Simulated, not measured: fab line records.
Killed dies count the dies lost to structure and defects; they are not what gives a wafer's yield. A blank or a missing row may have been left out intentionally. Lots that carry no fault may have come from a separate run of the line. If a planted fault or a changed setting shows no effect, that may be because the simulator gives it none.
2 desks looking at one fault || flow n5-finfet || each desk holds nothing but its own numbers, with what lay behind them at the end

FROM THE METROLOGY DESK
Lot by lot, what the gauges showed, no matter which tool ran the lot: averages of those sampled wafers that carry a number. If a lot's mean is further than 4 standard deviations from the usual mean, the lot is out of limits and carries the mark OUT (the distance appears in the brackets). It has 14 readings, of which 7 appear: the earliest out of limits, and the ones furthest out on some lot.
Columns: A = cd-nm at N5_BEOL_M4_CD_MEAS_18, usual 17.9 nm; B = trench-depth-nm at N5_BEOL_M4_OCD_MEAS_38, usual 55.5 nm; C = cd-nm at N5_BEOL_M4_CD_MEAS_35, usual 18.0 nm; D = IOFF_N at N5_BEOL_M4_RC_MEAS_101, usual 0.155 nA/um; E = IOFF_P at N5_BEOL_M4_RC_MEAS_101, usual 0.208 nA/um; F = SS_N at N5_BEOL_M4_RC_MEAS_101, usual 71.6 mV/dec; G = VT_P at N5_BEOL_M4_RC_MEAS_101, usual -251 mV
{"lot": "L438", "first seen here": "day 9 06:29", "A": 18.4, "B": 55.9, "C": 18.6, "D": 0.186, "E": 0.221, "F": 72.2, "G": -253}
{"lot": "L440", "first seen here": "day 10 13:55", "A": 17.8, "B": 55.7, "C": 17.8, "D": 0.174, "E": 0.232, "F": 72.1, "G": -248}
{"lot": "L446", "first seen here": "day 11 11:13", "A": 18.1, "B": 55.4, "C": 18.3, "D": 0.151, "E": 0.203, "F": 71.9, "G": -252}
{"lot": "L444", "first seen here": "day 12 00:14", "A": 17.9, "B": 55.8, "C": 18.2, "D": 0.163, "E": 0.250, "F": 71.7, "G": -246}
{"lot": "L445", "first seen here": "day 12 11:55", "A": 17.8, "B": "36.9 (-19) OUT", "C": 17.9, "D": 0.140, "E": 0.211, "F": 70.8, "G": -250}
{"lot": "L457", "first seen here": "day 14 10:00", "A": 18.0, "B": 55.6, "C": 17.6, "D": 0.152, "E": 0.224, "F": 71.4, "G": -247}
{"lot": "L460", "first seen here": "day 14 16:01", "A": 17.9, "B": 55.5, "C": 17.9, "D": 0.152, "E": 0.207, "F": 71.9, "G": -251}
This desk's finding: out of limits on L445; first on L445, day 12 19:30 (trench-depth-nm at N5_BEOL_M4_OCD_MEAS_38). L438, L440, L446, L444, L457, L460: within limits.

FOR THE TOOL OWNER'S DESK: rie-diel-04
The tool's own readings at N5_BEOL_M4_ETCH_64 (etches SOC in N2/H2, target depth 75 nm, overetch 22.5 nm, time 121.9 s): means of the sampled wafers that have a number, for each lot that ran on this tool. If a lot's mean is further than 4 standard deviations from the usual mean, the lot is out of limits and carries the mark OUT (the distance appears in the brackets).
Columns: A = drypump-motor-current-A at N5_BEOL_M4_ETCH_64, usual 5.8 A; B = oes-product-au at N5_BEOL_M4_ETCH_64, usual 0.59 a.u.; C = rf-vpp-V at N5_BEOL_M4_ETCH_64, usual 523.9 V; D = showerhead-plenum-p-Torr at N5_BEOL_M4_ETCH_64, usual 2.55 Torr; E = throttle-valve-pct at N5_BEOL_M4_ETCH_64, usual 17.89 %
{"lot": "L438", "first seen here": "day 9 06:08", "A": 5.8, "B": 0.56, "C": 523.3, "D": 2.53, "E": 18.00}
{"lot": "L440", "first seen here": "day 10 13:34", "A": 5.9, "B": 0.54, "C": 524.0, "D": 2.55, "E": 17.88}
{"lot": "L446", "first seen here": "day 11 10:52", "A": 6.1, "B": 0.56, "C": 522.8, "D": 2.50, "E": 18.18}
{"lot": "L444", "first seen here": "day 11 23:52", "A": 5.6, "B": 0.53, "C": 520.3, "D": 2.45, "E": 18.16}
{"lot": "L445", "first seen here": "day 12 11:34", "A": 6.1, "B": 0.62, "C": 524.0, "D": 2.56, "E": 18.06}
Result from this desk: across the 5 lots, nothing is out of limits.

ALL TOGETHER
An alarm was possible from the metrology desk at day 12 19:30, on L445.
The desk of the tool owner found nothing out of limits.
The tool owner's desk has L445 on record, within its limits.
All the named lots went through N5_BEOL_M4_ETCH_64 on rie-diel-04.

WHAT THE SIMULATOR PUT IN
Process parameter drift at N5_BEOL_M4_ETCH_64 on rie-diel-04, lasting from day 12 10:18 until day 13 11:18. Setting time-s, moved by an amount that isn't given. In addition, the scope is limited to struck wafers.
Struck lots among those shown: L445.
Per desk, hours elapsed from the start of the fault to the first reading out of limits: for the metrology desk, 9.
